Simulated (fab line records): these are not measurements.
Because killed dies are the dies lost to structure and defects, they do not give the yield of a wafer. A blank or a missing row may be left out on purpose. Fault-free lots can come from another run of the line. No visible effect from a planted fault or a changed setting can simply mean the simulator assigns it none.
Chamber matching | flow n5 finfet | N5_BEOL_M13_DESCUM_15 on rie diel-02: 4 sister chambers
The step chemistry O2, time 7.9 s. 20 wafers are shown with their chamber, then 10 later ones without.

EACH WAFER AND ITS CHAMBER
wafer  | chamber | drypump motor current A (A) | showerhead plenum p Torr (Torr) | oes product au (a.u.)
L075.1 | 3       | 6.6                         | 2.16                            | 0.93
L075.3 | 2       | 6.1                         | 2.07                            | 0.72
L075.5 | 3       | 6.6                         | 2.16                            | 0.95
L078.1 | 0       | 5.1                         | 2.20                            | 0.78
L078.5 | 3       | 6.6                         | 2.16                            | 0.93
L078.6 | 2       | 6.1                         | 2.07                            | 0.71
L079.1 | 1       | 6.2                         | 1.99                            | 0.73
L079.3 | 3       | 6.6                         | 2.16                            | 0.91
L079.5 | 1       | 6.2                         | 1.99                            | 0.73
L082.2 | 1       | 6.1                         | 1.99                            | 0.72
L082.3 | 2       | 6.1                         | 2.07                            | 0.71
L082.5 | 0       | 5.1                         | 2.20                            | 0.78
L085.2 | 3       | 6.6                         | 2.16                            | 0.90
L085.3 | 1       | 6.1                         | 1.99                            | 0.71
L085.4 | 2       | 6.1                         | 2.06                            | 0.70
L088.2 | 1       | 6.1                         | 1.99                            | 0.72
L088.3 | 0       | 5.1                         | 2.19                            | 0.77
L088.5 | 1       | 6.2                         | 1.99                            | 0.72
L089.1 | 1       | 6.2                         | 1.99                            | 0.71
L089.2 | 2       | 6.1                         | 2.06                            | 0.69

SIGNATURES (means of the wafers above)
reading                  | chamber 0 | chamber 1 | chamber 2 | chamber 3 | scatter within a chamber
drypump motor current A  | 5.100     | 6.157     | 6.100     | 6.600     | 0.0327
showerhead plenum p Torr | 2.1967    | 1.9900    | 2.0660    | 2.1600    | 0.00342
oes product au           | 0.7767    | 0.7200    | 0.7060    | 0.9240    | 0.0125
Rule: for a wafer and a chamber, the distance is found by dividing, reading by reading, the gap between the wafer's reading and the chamber's mean by the reading's scatter, squaring, summing and taking the root. The wafer belongs to the nearest chamber; if the next one is less than 2 further off, it can't be placed. How the scatter is found: for the shown wafers, subtract from each reading the mean of its chamber, square and add these, divide the total by (wafers less chambers), then take the root.

WAFERS WITHOUT THEIR CHAMBER
wafer  | drypump motor current A (A) | showerhead plenum p Torr (Torr) | oes product au (a.u.)
L089.3 | 5.1                         | 2.19                            | 0.77
L092.1 | 6.2                         | 1.99                            | 0.71
L092.2 | 6.2                         | 2.06                            | 0.70
L092.4 | 6.6                         | 2.15                            | 0.88
L091.1 | 6.2                         | 1.99                            | 0.72
L091.3 | 6.6                         | 2.15                            | 0.87
L091.6 | 6.6                         | 2.15                            | 0.87
L094.2 | 6.2                         | 1.99                            | 0.72
L094.5 | 6.2                         | 1.98                            | 0.72
L094.6 | 5.1                         | 2.19                            | 0.75

WHICH CHAMBER EACH WENT THROUGH
wafer  | from the rows above | in truth
L089.3 | 0                   | 0
L092.1 | 1                   | 1
L092.2 | 2                   | 2
L092.4 | 3                   | 3
L091.1 | 1                   | 1
L091.3 | 3                   | 3
L091.6 | 3                   | 3
L094.2 | 1                   | 1
L094.5 | 1                   | 1
L094.6 | 0                   | 0
Correctly placed: 10 of 10. Not placeable from these rows: 0. Placed wrongly: 0.
